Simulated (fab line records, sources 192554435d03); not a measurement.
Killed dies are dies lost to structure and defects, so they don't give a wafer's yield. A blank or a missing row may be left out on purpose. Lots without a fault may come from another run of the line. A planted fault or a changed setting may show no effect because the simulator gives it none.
Split-lot experiment | flow n5_finfet | 7 lots, 21 wafers read, on a route of 1938 steps

THE SPLIT
At N5_BEOL_M4_COAT_76 (time 60 s, resist thk 5 nm), the setting spin_rpm was moved away from the recipe's 1500 rpm on 6 of the 21 wafers read, by -5.1% to +10.5%. The other wafers ran this setting at the recipe's value.

FROM THE SPLIT TO THE READING: what the file shows between them, 4 steps
- N5_BEOL_M4_EXPOSE_25: exposes mask V3, defocus 5 nm (also split here: dose_mj)
- N5_BEOL_M4_PEB_26: peb time 60 s
- N5_BEOL_M4_DEVELOP_27: develop time 30 s
- N5_BEOL_M4_DESCUM_33: chemistry O2, time 7 s

THE READING
etch.depth_nm (the simulator's own value, which no gauge read), in nm, at N5_BEOL_M4_ETCH_77 (etches underlayer in N2/H2, target depth 6.5 nm, time 5.2 s). The file gives no usual value for it. The 15 wafers here that ran the recipe average 5.008 nm, standard deviation 0.011 nm.

wafer  | tool, chamber at the split | spin_rpm as run, rpm | against the recipe | etch.depth_nm, nm | against lot-mates on the recipe
L074.4 | litho_track-02, 0          | 1500                 | recipe             | 5.013             | -
L074.5 | litho_track-02, 0          | 1551                 | +3.4%              | 4.906             | -0.096
L074.6 | litho_track-02, 0          | 1500                 | recipe             | 4.991             | -
L075.2 | litho_track-01, 0          | 1500                 | recipe             | 4.996             | -
L075.3 | litho_track-01, 0          | 1573                 | +4.9%              | 4.884             | -0.112
L075.4 | litho_track-01, 0          | 1573                 | +4.9%              | 4.885             | -0.111
L084.3 | litho_track-02, 0          | 1500                 | recipe             | 5.017             | -
L084.5 | litho_track-02, 0          | 1500                 | recipe             | 5.032             | -
L084.6 | litho_track-02, 0          | 1500                 | recipe             | 5.003             | -
L088.1 | litho_track-01, 0          | 1500                 | recipe             | 5.012             | -
L088.3 | litho_track-01, 0          | 1500                 | recipe             | 5.023             | -
L088.5 | litho_track-01, 0          | 1423                 | -5.1%              | 5.145             | +0.127
L091.1 | litho_track-02, 0          | 1500                 | recipe             | 5.003             | -
L091.2 | litho_track-02, 0          | 1500                 | recipe             | 5                 | -
L091.5 | litho_track-02, 0          | 1657                 | +10.5%             | 4.761             | -0.240
L093.1 | litho_track-04, 0          | 1500                 | recipe             | 5.013             | -
L093.2 | litho_track-04, 0          | 1448                 | -3.5%              | 5.116             | +0.108
L093.5 | litho_track-04, 0          | 1500                 | recipe             | 5.002             | -
L097.4 | litho_track-04, 0          | 1500                 | recipe             | 5.014             | -
L097.5 | litho_track-04, 0          | 1500                 | recipe             | 4.994             | -
L097.6 | litho_track-04, 0          | 1500                 | recipe             | 5.002             | -

THE FIT
A straight line over all 21 wafers: etch.depth_nm changes by -0.0253 nm for each +1% of spin_rpm; r = -0.99; the points scatter about the line by 0.012 nm.
The same after taking each lot's own level away (the mean of its wafers on the recipe; 21 wafers): -0.0241 nm for each +1%; r = -0.99; scatter 0.01 nm.
On that fit, the largest move of spin_rpm shifts the reading by 0.25 nm.
The lots' own levels span 4.9960 to 5.0175 nm, that is 2.0 times the standard deviation above.
So the lot-to-lot level changes the slope little: the two slopes agree.
Check: with one of the wafers moved furthest among these (+10.5%) left out of the fit, the line predicts -0.262 nm for it against its lot-mates. It came out at -0.24 nm against them.

OTHER SPLITS ON THESE WAFERS
These wafers also went through other splits before the reading. Each is held against what the fit with the lots' levels taken away leaves over:
other split on the same wafers | wafers away from the commonest value | r with etch.depth_nm (lot level and that fit taken away)
N5_BEOL_M3_COAT_22 spin_rpm    | 9                                    | -0.50
N5_BEOL_M4_EXPOSE_25 dose_mj   | 6                                    | +0.10

THE FILE'S OWN FIT
etch.depth_nm changes by -0.0241 nm for each +1% of spin_rpm, r = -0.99.
